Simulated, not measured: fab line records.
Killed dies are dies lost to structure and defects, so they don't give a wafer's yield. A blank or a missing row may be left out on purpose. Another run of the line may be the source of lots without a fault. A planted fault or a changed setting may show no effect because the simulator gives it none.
Split-lot experiment / flow n5 finfet / 21 wafers read from 7 lots, route of 1938 steps

ON THE SPLIT
At N5_SD_EPI_N_EPI_21 (deposits Si:P, time 690 s), the setting time s was moved away from the recipe's 690 s on 4 of the 21 wafers read, by -12.6% to -5.7%. All remaining wafers had this setting at the recipe value.

FROM THE SPLIT TO THE READING: what the file shows between them, 9 steps
- N5_SD_EPI_P_COAT_34: time 60 s, resist thk 350 nm (also split here: spin rpm)
- N5_SD_EPI_P_COAT_35: time 60 s, resist thk 35 nm
- N5_SD_EPI_P_COAT_03: resist thk 150 nm
- N5_SD_EPI_P_EPI_21: deposits SiGe:B, time 355 s
- N5_SD_EPI_P_HM_STRIP_48: strips SiNx in H3PO4, material SiNx, target depth 3 nm
- N5_SD_EPI_P_SRD_49: time 30 s
- N5_SD_EPI_P_PRECLEAN_24: cleans in O3/DIW, time 45 s
- N5_SD_ACTIVATION_RTA_00: time 0 s
- N5_SD_ACTIVATION_LSA_01: time 0.0008 s

THE READING
RS_SD_N (ohm/sq), read at N5_SD_ACTIVATION_RS_MEAS_03 with a four-point probe. A value of 21.82 ohm/sq with a standard deviation of 0.29 ohm/sq is what fault-free wafers of this fab line usually give.

wafer=L074.1; tool, chamber at the split=epi rpcvd-03, 0; time s as run, s=690; against the recipe=recipe; RS_SD_N, ohm/sq=21.91; against lot-mates on the recipe=-
wafer=L074.2; tool, chamber at the split=epi rpcvd-03, 0; time s as run, s=603.4; against the recipe=-12.6%; RS_SD_N, ohm/sq=24.08; against lot-mates on the recipe=+2.17
wafer=L074.5; tool, chamber at the split=epi rpcvd-03, 0; time s as run, s=603.4; against the recipe=-12.6%; RS_SD_N, ohm/sq=24.19; against lot-mates on the recipe=+2.28
wafer=L076.1; tool, chamber at the split=epi rpcvd-03, 0; time s as run, s=690; against the recipe=recipe; RS_SD_N, ohm/sq=21.70; against lot-mates on the recipe=-
wafer=L076.4; tool, chamber at the split=epi rpcvd-03, 0; time s as run, s=690; against the recipe=recipe; RS_SD_N, ohm/sq=21.38; against lot-mates on the recipe=-
wafer=L076.5; tool, chamber at the split=epi rpcvd-03, 0; time s as run, s=690; against the recipe=recipe; RS_SD_N, ohm/sq=21.33; against lot-mates on the recipe=-
wafer=L079.2; tool, chamber at the split=epi rpcvd-02, 0; time s as run, s=690; against the recipe=recipe; RS_SD_N, ohm/sq=21.54; against lot-mates on the recipe=-
wafer=L079.3; tool, chamber at the split=epi rpcvd-02, 0; time s as run, s=650.8; against the recipe=-5.7%; RS_SD_N, ohm/sq=22.41; against lot-mates on the recipe=+0.87
wafer=L079.5; tool, chamber at the split=epi rpcvd-02, 0; time s as run, s=650.8; against the recipe=-5.7%; RS_SD_N, ohm/sq=22.50; against lot-mates on the recipe=+0.96
wafer=L086.2; tool, chamber at the split=epi rpcvd-02, 0; time s as run, s=690; against the recipe=recipe; RS_SD_N, ohm/sq=21.51; against lot-mates on the recipe=-
wafer=L086.3; tool, chamber at the split=epi rpcvd-02, 0; time s as run, s=690; against the recipe=recipe; RS_SD_N, ohm/sq=21.46; against lot-mates on the recipe=-
wafer=L086.5; tool, chamber at the split=epi rpcvd-02, 0; time s as run, s=690; against the recipe=recipe; RS_SD_N, ohm/sq=21.49; against lot-mates on the recipe=-
wafer=L087.1; tool, chamber at the split=epi rpcvd-01, 0; time s as run, s=690; against the recipe=recipe; RS_SD_N, ohm/sq=21.81; against lot-mates on the recipe=-
wafer=L087.2; tool, chamber at the split=epi rpcvd-01, 0; time s as run, s=690; against the recipe=recipe; RS_SD_N, ohm/sq=21.98; against lot-mates on the recipe=-
wafer=L087.6; tool, chamber at the split=epi rpcvd-01, 0; time s as run, s=690; against the recipe=recipe; RS_SD_N, ohm/sq=22.04; against lot-mates on the recipe=-
wafer=L090.3; tool, chamber at the split=epi rpcvd-01, 0; time s as run, s=690; against the recipe=recipe; RS_SD_N, ohm/sq=22.02; against lot-mates on the recipe=-
wafer=L090.5; tool, chamber at the split=epi rpcvd-01, 0; time s as run, s=690; against the recipe=recipe; RS_SD_N, ohm/sq=21.97; against lot-mates on the recipe=-
wafer=L090.6; tool, chamber at the split=epi rpcvd-01, 0; time s as run, s=690; against the recipe=recipe; RS_SD_N, ohm/sq=21.99; against lot-mates on the recipe=-
wafer=L094.1; tool, chamber at the split=epi rpcvd-03, 0; time s as run, s=690; against the recipe=recipe; RS_SD_N, ohm/sq=21.77; against lot-mates on the recipe=-
wafer=L094.3; tool, chamber at the split=epi rpcvd-03, 0; time s as run, s=690; against the recipe=recipe; RS_SD_N, ohm/sq=21.37; against lot-mates on the recipe=-
wafer=L094.6; tool, chamber at the split=epi rpcvd-03, 0; time s as run, s=690; against the recipe=recipe; RS_SD_N, ohm/sq=21.58; against lot-mates on the recipe=-

FIT RESULTS
A straight line over all 21 wafers: RS_SD_N changes by -0.186 ohm/sq for each +1% of time s; r = -0.95; the points scatter about the line by 0.26 ohm/sq.
The same after taking each lot's own level away (the mean of its wafers on the recipe; 21 wafers): -0.175 ohm/sq for each +1%; r = -0.99; scatter 0.11 ohm/sq.
The reading moves by 2.2 ohm/sq for the largest change in time s, on that fit.
Across the lots, their own levels run from 21.470 to 21.993 ohm/sq, a range of 1.8 times the standard deviation given above.
So the lot-to-lot level changes the slope little: the two slopes agree.
Check: for one of the wafers moved furthest among these (-12.6%), held out of the fit, the line's prediction against its lot-mates is +2.21 ohm/sq. Against them it came out at +2.17 ohm/sq.

OTHER SPLITS ON THESE WAFERS
Note: prior to the reading, these wafers also went through further splits. Each is held against what the fit with the lots' levels taken away leaves over:
other split on the same wafers=N5_DUMMY_GATE_PECVD_30 time s; wafers away from the commonest value=6; r with RS_SD_N (lot level and that fit taken away)=-0.33
other split on the same wafers=N5_SD_EPI_P_COAT_34 spin rpm; wafers away from the commonest value=2; r with RS_SD_N (lot level and that fit taken away)=+0.04

THE WHOLE CHAIN: every reading that the file lists as answering this split, in the file's order
step=N5_SD_EPI_N_EPI_21; what it does=deposits Si:P, time 690 s; reading=Si-P_of_SD_EPI_N_EPI_21.thk nm (the simulator's own value, which no gauge read); change (the file's fit)=+0.409 nm for each +1% of the setting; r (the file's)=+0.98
step=N5_SD_EPI_P_HM_STRIP_48; what it does=strips SiNx in H3PO4, material SiNx, target depth 3 nm; reading=Si-P_of_SD_EPI_N_EPI_21.thk nm (the simulator's own value, which no gauge read); change (the file's fit)=+0.403 nm for each +1% of the setting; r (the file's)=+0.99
step=N5_SD_ACTIVATION_RS_MEAS_03; what it does=measures by four-point-probe; reading=RS_SD_N; change (the file's fit)=-0.175 for each +1% of the setting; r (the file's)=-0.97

FILE'S OWN FIT
RS_SD_N changes by -0.175 ohm/sq for each +1% of time s, r = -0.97.
